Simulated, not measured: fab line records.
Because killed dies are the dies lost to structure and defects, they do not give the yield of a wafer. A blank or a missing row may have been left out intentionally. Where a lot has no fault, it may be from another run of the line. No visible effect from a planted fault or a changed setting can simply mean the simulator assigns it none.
fab line records | flow n5_finfet
record lots=6 | wafers=16 | last_day=17
route steps=1938 shown BEOL_M10@1514 PASSIVATION@1936
lots untouched by any fault: they come from a run of this same line in which no faults occurred
start_h: hours from the record's first day to the start of the lot's first wafer shown | wait_h: hours since the lot's step before | " repeats the value in the row above | L1.1+2: several wafers, shown together as one row | - no value, or no start given | * or withheld: withheld | < > ~ a bound
route shown NAME@n: names a module that has steps shown in the file, with the first one's number in the route | usual: mean/standard deviation taken from wafers without a fault | same: alike in all rows | chamber/n: place in a boat | sites: readings site by site | _std_site: the standard deviation of these | _edge_site: the outer-site mean with the inner-site mean subtracted | radius_mm: how far each site lies from the wafer's centre | mask NAME#n: copy n | behind: the last tool/chamber to shape the wafer | hold: what put the lot on hold/how long, in hours/how the hold closed | device: names the non-switching transistor (n, p or np) | end of line: the route-end tests of the same wafers | a step without rows: its recipe alone | killed: at the first sort, the dies lost to defects and structure; wafer yield is something else | map: shows each die of a wafer: x if killed, . if not, _ if none is there
set.NAME: the setting the step ran with; set.NAME@STEP: the setting that earlier step ran with | model.NAME: the simulator's own value behind a step, which no gauge read
certain route steps with their lots: each step a table, each wafer a row
services: from which hour (start_h, from the record's first day; less than 0 if before it) a tool's chamber was out of use, for how many hours, and why
## steps
# step N5_BEOL_M10_STRIP_77
# recipe chemistry=N2/H2 | time_s=10 | power_w=450 | temp_c=40 | pressure_mtorr=20 | rf_frequency_hz=6e+07 | bias_power_w=7 | n2_flow_sccm=200 | h2_flow_sccm=200
# step N5_BEOL_M10_OCD_MEAS_38
# usual trench_depth_nm=147.8/2
lot.wafer | tool   | chamber | start_h | wait_h | trench_depth_nm
L581.1    | ocd-02 | -       | 207.51  | -      | 146.9
L581.2    | "      | -       | "       | "      | 146.2
L581.6    | "      | -       | "       | "      | 145.9
L584.1    | ocd-02 | -       | 227.97  | -      | 147.7
L584.3    | "      | -       | "       | "      | 146.2
L584.6    | "      | -       | "       | "      | 148.1
L590.1    | ocd-02 | -       | 262.76  | -      | 146.6
L590.4    | "      | -       | "       | "      | 147.3
L590.5    | "      | -       | "       | "      | 148.5
L598.2    | ocd-01 | -       | 317.42  | -      | 145.7
L598.4    | "      | -       | "       | "      | 145.3
L599.2    | ocd-02 | -       | 323.94  | -      | 144.8
L599.4    | "      | -       | "       | "      | 148.9
L604.1    | ocd-02 | -       | 362.89  | -      | 152.3
L604.4    | "      | -       | "       | "      | 147.8
L604.6    | "      | -       | "       | "      | 149.7
# step N5_BEOL_M10_HM_STRIP_39
# recipe chemistry=peroxide_tin_strip | material=TiN | target_depth_a=250 | temp_c=50 | time_s=158
# step N5_BEOL_M10_SRD_40
# recipe time_s=30 | temp_c=23 | rinse_liquid=diw | dry=ipa_marangoni
# step N5_BEOL_M10_PRECLEAN_42
# recipe chemistry=residue_remover | time_s=60 | temp_c=40
# step N5_BEOL_M10_SRD_43
# recipe time_s=30 | temp_c=23 | rinse_liquid=diw | dry=ipa_marangoni
# step N5_BEOL_M10_CD_MEAS_35
# recipe target_cd_nm=70 | polarity=opening
# usual cd_nm=70.1/0.46
lot.wafer | tool      | chamber | start_h | wait_h | cd_nm
L581.1    | cd_sem-01 | -       | 207.66  | 0.0    | 71.1
L581.2    | "         | -       | "       | "      | 71.2
L581.6    | "         | -       | "       | "      | 70.4
L584.1    | cd_sem-01 | -       | 228.12  | 0.0    | 69.9
L584.3    | "         | -       | "       | "      | 69.7
L584.6    | "         | -       | "       | "      | 70.0
L590.1    | cd_sem-01 | -       | 262.91  | 0.0    | 70.6
L590.4    | "         | -       | "       | "      | 70.6
L590.5    | "         | -       | "       | "      | 69.6
L598.2    | cd_sem-02 | -       | 317.58  | 0.0    | 70.5
L598.4    | "         | -       | "       | "      | 70.4
L599.2    | cd_sem-02 | -       | 324.09  | 0.0    | 70.3
L599.4    | "         | -       | "       | "      | 71.0
L604.1    | cd_sem-02 | -       | 363.04  | 0.0    | 70.6
L604.4    | "         | -       | "       | "      | 70.3
L604.6    | "         | -       | "       | "      | 70.1
# step N5_BEOL_M10_CURE_72
# recipe temp_c=370 | time_s=120 | ambient=DMADMS/He | material=SiCOH_lowk
# usual lamp_power_pct=52.32/0.053 | wafer_temp_C_max=371.6/0.54
lot.wafer | tool       | chamber | start_h | wait_h | lamp_power_pct | wafer_temp_C_max
L581.1    | uv_cure-01 | 2       | 207.85  | 0.2    | 52.33          | 370.8
L581.2    | "          | 2       | "       | "      | 52.41          | 371.5
L581.6    | "          | 2       | "       | "      | 52.43          | 371.8
L584.1    | uv_cure-02 | 2       | 228.16  | 0.0    | 52.30          | 371.1
L584.3    | "          | 2       | "       | "      | 52.34          | 371.0
L584.6    | "          | 2       | "       | "      | 52.30          | 371.5
L590.1    | uv_cure-02 | 2       | 262.96  | 0.0    | 52.39          | 371.5
L590.4    | "          | 2       | "       | "      | 52.32          | 371.8
L590.5    | "          | 2       | "       | "      | 52.33          | 371.7
L598.2    | uv_cure-01 | 0       | 317.67  | 0.1    | 52.42          | 371.3
L598.4    | "          | 0       | "       | "      | 52.34          | 371.1
L599.2    | uv_cure-02 | 2       | 324.23  | 0.1    | 52.27          | 371.4
L599.4    | "          | 2       | "       | "      | 52.35          | 371.2
L604.1    | uv_cure-03 | 1       | 363.08  | 0.0    | 52.33          | 371.7
L604.4    | "          | 1       | "       | "      | 52.29          | 372.2
L604.6    | "          | 1       | "       | "      | 52.28          | 371.9
# step N5_BEOL_M10_DEGAS_44
# recipe ambient=vacuum | temp_c=250 | time_s=60
# usual heater_power_w=320/34
lot.wafer | tool           | chamber | start_h | wait_h | heater_power_w
L581.1    | pvd_sputter-03 | -       | 208.35  | 0.4    | 335
L581.2    | "              | -       | "       | "      | 329
L581.6    | "              | -       | "       | "      | 339
L584.1    | pvd_sputter-02 | -       | 229.08  | 0.9    | 320
L584.3    | "              | -       | "       | "      | 238
L584.6    | "              | -       | "       | "      | 311
L590.1    | pvd_sputter-03 | -       | 263.32  | 0.3    | 346
L590.4    | "              | -       | "       | "      | 343
L590.5    | "              | -       | "       | "      | 339
L598.2    | pvd_sputter-01 | -       | 317.99  | 0.3    | 328
L598.4    | "              | -       | "       | "      | 307
L599.2    | pvd_sputter-01 | -       | 324.93  | 0.6    | 330
L599.4    | "              | -       | "       | "      | 361
L604.1    | pvd_sputter-02 | -       | 364.02  | 0.9    | 240
L604.4    | "              | -       | "       | "      | 317
L604.6    | "              | -       | "       | "      | 312
# step N5_BEOL_M10_PRE_CLEAN_45
# recipe gas=H2/He | time_s=30 | temp_c=250
# usual heater_power_w=321/34
lot.wafer | tool           | chamber | start_h | wait_h | heater_power_w
L581.1    | pvd_sputter-03 | -       | 208.39  | 0.0    | 334
L581.2    | "              | -       | "       | "      | 338
L581.6    | "              | -       | "       | "      | 340
L584.1    | pvd_sputter-02 | -       | 229.12  | 0.0    | 329
L584.3    | "              | -       | "       | "      | 236
L584.6    | "              | -       | "       | "      | 316
L590.1    | pvd_sputter-03 | -       | 263.36  | 0.0    | 336
L590.4    | "              | -       | "       | "      | 343
L590.5    | "              | -       | "       | "      | 334
L598.2    | pvd_sputter-01 | -       | 318.03  | 0.0    | 329
L598.4    | "              | -       | "       | "      | 313
L599.2    | pvd_sputter-01 | -       | 324.97  | 0.0    | 321
L599.4    | "              | -       | "       | "      | 363
L604.1    | pvd_sputter-02 | -       | 364.06  | 0.0    | 237
L604.4    | "              | -       | "       | "      | 311
L604.6    | "              | -       | "       | "      | 318
# step N5_BEOL_M10_ALD_74
# recipe material=TaN | target_thk_a=20 | temp_c=275 | ald_precursor_family=PDMAT | ald_co_reactant=NH3 | pressure_torr=3 | carrier_flow_sccm=1500 | pulse_time_s=2 | purge_time_s=3 | co_reactant_purge_time_s=2 | co_reactant_pulse_time_s=3 | ald_cycles=40 | precursor_vessel_temp_c=75 | precursor_vessel_pressure_torr=26.25 | precursor_vessel_carrier_sccm=1000
# step N5_BEOL_M10_SURFACE_TREAT_76
# recipe gas=Ar | time_s=* | ion_energy_ev=* | ion_current_ma_cm2=0.5 | pressure_mtorr=* | ar_flow_sccm=30
# usual throttle_valve_pct=*
lot.wafer | tool           | chamber | start_h | wait_h | throttle_valve_pct
L581.1    | pvd_sputter-01 | -       | 208.74  | 0.2    | *
L581.2    | "              | -       | "       | "      | *
L581.6    | "              | -       | "       | "      | *
L584.1    | pvd_sputter-02 | -       | 229.50  | 0.2    | *
L584.3    | "              | -       | "       | "      | *
L584.6    | "              | -       | "       | "      | *
L590.1    | pvd_sputter-02 | -       | 263.79  | 0.2    | *
L590.4    | "              | -       | "       | "      | *
L590.5    | "              | -       | "       | "      | *
L598.2    | pvd_sputter-01 | -       | 318.63  | 0.2    | *
L598.4    | "              | -       | "       | "      | *
L599.2    | pvd_sputter-03 | -       | 325.32  | 0.2    | *
L599.4    | "              | -       | "       | "      | *
L604.1    | pvd_sputter-03 | -       | 364.46  | 0.2    | *
L604.4    | "              | -       | "       | "      | *
L604.6    | "              | -       | "       | "      | *
# step N5_BEOL_M10_CVD_75
# recipe material=Co | target_thk_a=20 | temp_c=withheld | precursor=CCTBA/H2 | pressure_torr=30 | time_s=138.9
# usual run_length_s=161.8/0.42
lot.wafer | tool      | chamber | start_h | wait_h | run_length_s
L581.1    | cvd_co-01 | 2       | 208.81  | 0.0    | 161.9
L581.2    | "         | 0       | "       | "      | 161.9
L581.6    | "         | 0       | "       | "      | 162.1
L584.1    | cvd_co-02 | 0       | 229.56  | 0.0    | 161.7
L584.3    | "         | 2       | "       | "      | 161.6
L584.6    | "         | 0       | "       | "      | 162.2
L590.1    | cvd_co-02 | 0       | 264.08  | 0.3    | 162.4
L590.4    | "         | 1       | "       | "      | 162.1
L590.5    | "         | 0       | "       | "      | 162.2
L598.2    | cvd_co-01 | 2       | 318.92  | 0.3    | 159.5
L598.4    | "         | 0       | "       | "      | 159.5
L599.2    | cvd_co-01 | 1       | 325.61  | 0.3    | 159.4
L599.4    | "         | 2       | "       | "      | 159.7
L604.1    | cvd_co-02 | 0       | 364.54  | 0.1    | 162.0
L604.4    | "         | 1       | "       | "      | 161.8
L604.6    | "         | 2       | "       | "      | 161.5
# step N5_BEOL_M10_SPUTTER_48
# recipe material=Cu | target_thk_a=120 | temp_c=-20 | bias_v=60 | power_w=26000 | chamber_pressure_pa=0.13 | time_s=2
# usual substrate_temp_c=-20.00/0.11 | throttle_valve_pct=29.5/1.5
lot.wafer | tool           | chamber | start_h | wait_h | substrate_temp_c | throttle_valve_pct
L581.1    | pvd_sputter-01 | -       | 208.96  | 0.1    | -20.03           | 26.5
L581.2    | "              | -       | "       | "      | -20.03           | 27.6
L581.6    | "              | -       | "       | "      | -20.12           | 27.0
L584.1    | pvd_sputter-02 | -       | 229.70  | 0.1    | -20.07           | 29.7
L584.3    | "              | -       | "       | "      | -20.04           | 29.5
L584.6    | "              | -       | "       | "      | -20.19           | 29.4
L590.1    | pvd_sputter-01 | -       | 267.17  | 3.1    | -19.95           | 30.4
L590.4    | "              | -       | "       | "      | -20.20           | 29.6
L590.5    | "              | -       | "       | "      | -19.86           | 27.6
L598.2    | pvd_sputter-01 | -       | 321.17  | 2.2    | -19.86           | 30.4
L598.4    | "              | -       | "       | "      | -19.99           | 27.8
L599.2    | pvd_sputter-01 | -       | 325.79  | 0.1    | -20.10           | 27.4
L599.4    | "              | -       | "       | "      | -19.96           | 26.6
L604.1    | pvd_sputter-03 | -       | 364.66  | 0.1    | -19.84           | 31.4
L604.4    | "              | -       | "       | "      | -20.07           | 29.0
L604.6    | "              | -       | "       | "      | -20.24           | 29.2
# step N5_PASSIVATION_PROBE_49
# usual defect_limited_yield=91.3/1.5 | killed_at_M0_to_M3=35/10 | killed_at_M4_up=13/5.3 | killed_at_contacts=12/5.7 | killed_at_front_end=39/11 | killed_at_other=3.3/2.7 | killed_dies=102/18 | killed_on_rim=13/4 | killed_open=67/13 | killed_short=34/7.8 | sort_bin_5_function=5.1/1 | sort_bin_6_memory=3.3/0.68 | sort_n_pass=1078/18 | sort_yield_pct=91.3/1.5
# same gross_dies=1180 | killed_at_back_side=0 | sort_bin_4_leakage[%]=0 | sort_bin_8_speed[%]=0
lot.wafer | tool      | chamber | start_h | wait_h | defect_limited_yield[%] | killed_at_M0_to_M3 | killed_at_M4_up | killed_at_contacts | killed_at_front_end | killed_at_other | killed_dies | killed_on_rim | killed_open | killed_short | sort_bin_5_function[%] | sort_bin_6_memory[%] | sort_n_pass | sort_yield_pct[%]
L581.1    | prober-01 | -       | 254.71  | 0.0    | 93.3                    | 33                 | 12              | 10                 | 24                  | 0               | 79          | 9             | 54          | 25           | 4.4                    | 2.1                  | 1101        | 93.3
L581.2    | prober-01 | -       | 254.76  | 0.1    | 89.5                    | 51                 | 10              | 12                 | 51                  | 0               | 124         | 18            | 71          | 52           | 6.3                    | 3.6                  | 1056        | 89.5
L581.6    | prober-01 | -       | 254.96  | 0.3    | 91.5                    | 31                 | 13              | 11                 | 42                  | 3               | 100         | 12            | 73          | 27           | 5.7                    | 2.6                  | 1080        | 91.5
L590.1    | prober-02 | -       | 312.34  | 0.0    | 92.5                    | 31                 | 18              | 10                 | 29                  | 0               | 88          | 12            | 56          | 32           | 3.6                    | 3.4                  | 1092        | 92.5
L590.4    | prober-02 | -       | 312.49  | 0.2    | 92.5                    | 51                 | 8               | 5                  | 23                  | 1               | 88          | 11            | 64          | 24           | 4.4                    | 3.0                  | 1092        | 92.5
L590.5    | prober-02 | -       | 312.54  | 0.2    | 93.7                    | 36                 | 10              | 6                  | 21                  | 1               | 74          | 13            | 47          | 27           | 3.0                    | 3.1                  | 1106        | 93.7
L598.2    | prober-02 | -       | 370.09  | 0.1    | 92.6                    | 24                 | 13              | 6                  | 40                  | 4               | 87          | 6             | 60          | 25           | 4.7                    | 2.4                  | 1093        | 92.6
L598.4    | prober-02 | -       | 370.19  | 0.2    | 91.0                    | 35                 | 17              | 3                  | 46                  | 5               | 106         | 16            | 65          | 41           | 5.1                    | 3.6                  | 1074        | 91.0
L599.2    | prober-01 | -       | 372.89  | 0.1    | 91.3                    | 44                 | 12              | 12                 | 32                  | 3               | 103         | 9             | 68          | 34           | 4.7                    | 3.8                  | 1077        | 91.3
L599.4    | prober-01 | -       | 372.99  | 0.2    | 93.0                    | 28                 | 9               | 14                 | 27                  | 5               | 83          | 9             | 60          | 23           | 4.2                    | 2.8                  | 1097        | 93.0
L604.1    | prober-02 | -       | 408.19  | 0.0    | 92.4                    | 32                 | 10              | 9                  | 32                  | 7               | 90          | 11            | 55          | 33           | 4.7                    | 2.8                  | 1090        | 92.4
L604.4    | prober-02 | -       | 408.34  | 0.2    | 90.7                    | 42                 | 14              | 14                 | 35                  | 5               | 110         | 13            | 76          | 32           | 5.9                    | 3.3                  | 1070        | 90.7
L604.6    | prober-02 | -       | 408.44  | 0.3    | 91.2                    | 29                 | 18              | 14                 | 34                  | 9               | 104         | 12            | 76          | 28           | 4.4                    | 4.0                  | 1076        | 91.2
# killed by level:class
L581.1 BEOL_M0_SAQP:geometric_particle:open=12 MOL_CONTACT_COAG:geometric_particle:open=8 BEOL_M0_SAQP:geometric_particle:short=8 FIN_SAQP:geometric_particle:short=7 BEOL_M2:geometric_particle:open=7 BEOL_M4:geometric_particle:open=7 BEOL_M1:geometric_particle:open=4 FIN_SAQP:geometric_particle:open=3
L581.2 BEOL_M0_SAQP:geometric_particle:short=15 BEOL_M0_SAQP:geometric_particle:open=13 FIN_SAQP:geometric_particle:short=11 MOL_CONTACT_COAG:geometric_particle:open=11 BEOL_M2:geometric_particle:open=10 DUMMY_GATE:geometric_particle:open=9 STI_FIN_REVEAL:geometric_particle:open=6 BEOL_M2:geometric_particle:short=5
L581.6 BEOL_M2:geometric_particle:open=18 FIN_SAQP:geometric_particle:open=8 STI_FIN_REVEAL:geometric_particle:open=8 DUMMY_GATE:geometric_particle:open=8 MOL_CONTACT_COAG:geometric_particle:open=7 BEOL_M4:geometric_particle:open=6 BEOL_M0_SAQP:geometric_particle:short=5 FIN_SAQP:geometric_particle:short=4
L590.1 STI_FIN_REVEAL:geometric_particle:open=9 BEOL_M0_SAQP:geometric_particle:short=9 BEOL_M4:geometric_particle:open=8 MOL_CONTACT_COAG:geometric_particle:open=7 BEOL_M3:geometric_particle:open=5 BEOL_M0_SAQP:geometric_particle:open=5 STI_FIN_REVEAL:geometric_particle:short=4 BEOL_M0:geometric_particle:open=4
L590.4 BEOL_M0_SAQP:geometric_particle:open=11 BEOL_M0_SAQP:geometric_particle:short=11 BEOL_M2:geometric_particle:open=11 STI_FIN_REVEAL:geometric_particle:open=6 BEOL_M3:geometric_particle:open=6 DUMMY_GATE:geometric_particle:open=5 MOL_CONTACT_COAG:geometric_particle:open=5 FIN_SAQP:geometric_particle:open=4
L590.5 BEOL_M0_SAQP:geometric_particle:short=12 BEOL_M0_SAQP:geometric_particle:open=11 DUMMY_GATE:geometric_particle:open=7 MOL_CONTACT_COAG:geometric_particle:open=5 BEOL_M1:geometric_particle:open=5 BEOL_M5:geometric_particle:short=4 STI_FIN_REVEAL:geometric_particle:short=3 BEOL_M0:geometric_particle:open=3
L598.2 STI_FIN_REVEAL:geometric_particle:open=10 GATE_CUT:geometric_particle:open=9 BEOL_M1:geometric_particle:open=9 BEOL_M0_SAQP:geometric_particle:short=5 FIN_SAQP:geometric_particle:open=4 MOL_CONTACT_COAG:geometric_particle:open=4 BEOL_M1:geometric_particle:short=4 BEOL_M4:geometric_particle:open=4
L598.4 FIN_SAQP:geometric_particle:short=10 FIN_SAQP:geometric_particle:open=10 STI_FIN_REVEAL:geometric_particle:open=10 BEOL_M0_SAQP:geometric_particle:short=9 BEOL_M0_SAQP:geometric_particle:open=7 BEOL_M1:geometric_particle:open=7 BEOL_M4:geometric_particle:open=6 BEOL_M2:geometric_particle:open=5
L599.2 BEOL_M0_SAQP:geometric_particle:open=19 BEOL_M0_SAQP:geometric_particle:short=13 MOL_CONTACT_COAG:geometric_particle:open=10 FIN_SAQP:geometric_particle:open=7 STI_FIN_REVEAL:geometric_particle:open=6 FIN_SAQP:geometric_particle:short=5 BEOL_M5:geometric_particle:open=5 BEOL_M3:geometric_particle:open=3
L599.4 MOL_CONTACT_COAG:geometric_particle:open=11 BEOL_M0_SAQP:geometric_particle:open=8 BEOL_M0_SAQP:geometric_particle:short=8 STI_FIN_REVEAL:geometric_particle:open=7 BEOL_M3:geometric_particle:open=5 FIN_SAQP:geometric_particle:open=4 BEOL_M2:geometric_particle:open=4 BEOL_M5:geometric_particle:open=4
L604.1 MOL_CONTACT_COAG:geometric_particle:open=8 BEOL_M0_SAQP:geometric_particle:short=8 FIN_SAQP:geometric_particle:short=7 FIN_SAQP:geometric_particle:open=7 BEOL_M1:geometric_particle:open=5 BEOL_M0_SAQP:geometric_particle:open=5 STARTING-WAFER:geometric_particle:open=5 BEOL_M3:geometric_particle:open=4
L604.4 BEOL_M2:geometric_particle:open=10 BEOL_M3:geometric_particle:open=10 MOL_CONTACT_COAG:geometric_particle:open=9 BEOL_M0_SAQP:geometric_particle:short=8 BEOL_M4:geometric_particle:open=8 FIN_SAQP:geometric_particle:open=7 DUMMY_GATE:geometric_particle:open=5 GATE_CUT:geometric_particle:open=5
L604.6 MOL_CONTACT_COAG:geometric_particle:open=12 STI_FIN_REVEAL:geometric_particle:open=9 BEOL_M1:geometric_particle:open=9 BEOL_M4:geometric_particle:open=9 FIN_SAQP:geometric_particle:short=5 BEOL_M0_SAQP:geometric_particle:open=5 BEOL_M2:geometric_particle:open=5 PAD_METAL:geometric_particle:open=5
## services
tool           | chamber | start_h | hours | kind
cvd_co-02      | -       | 192.72  | 6.9   | pm
uv_cure-01     | -       | 197.61  | 3.6   | repair
uv_cure-03     | -       | 227.81  | 2.1   | pm
cvd_co-01      | -       | 234.99  | 6.0   | pm
cvd_co-02      | 2       | 248.60  | 21.1  | repair
cvd_co-01      | -       | 249.98  | 0.8   | repair
uv_cure-03     | -       | 251.03  | 7.5   | pm
uv_cure-02     | -       | 266.72  | 0.4   | repair
cvd_co-02      | -       | 271.48  | 0.3   | repair
uv_cure-01     | -       | 272.53  | 0.3   | repair
cvd_co-01      | -       | 285.36  | 0.6   | repair
cvd_co-02      | 1       | 303.50  | 13.0  | repair
cvd_co-02      | 1       | 333.33  | -     | clean
cvd_co-02      | 1       | 333.33  | 22.0  | scheduled_down
cvd_co-02      | 1       | 333.33  | 22.0  | vent_cycle
pvd_sputter-03 | -       | 335.59  | 1.7   | repair
uv_cure-01     | -       | 357.39  | 1.0   | pm
## key
first_sign step=N5_BEOL_M10_CVD_75 | reading=run_length_s | direction=down | sigmas=5.3 | usual=* | struck=*
effect none on later readings
met_at N5_BEOL_M10_CVD_75
struck_wafers L598.2,L598.4,L599.2,L599.4
onset_between 208.81 318.92
fault kind=process_parameter_drift | tool=cvd_co-01 | chamber=- | onset_h=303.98 | steps=N5_BEOL_M10_CVD_75 | channel=time_s | offset=* | shape=step | end_h=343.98 | scope=struck_wafers_only | acts_in=* | stated=*
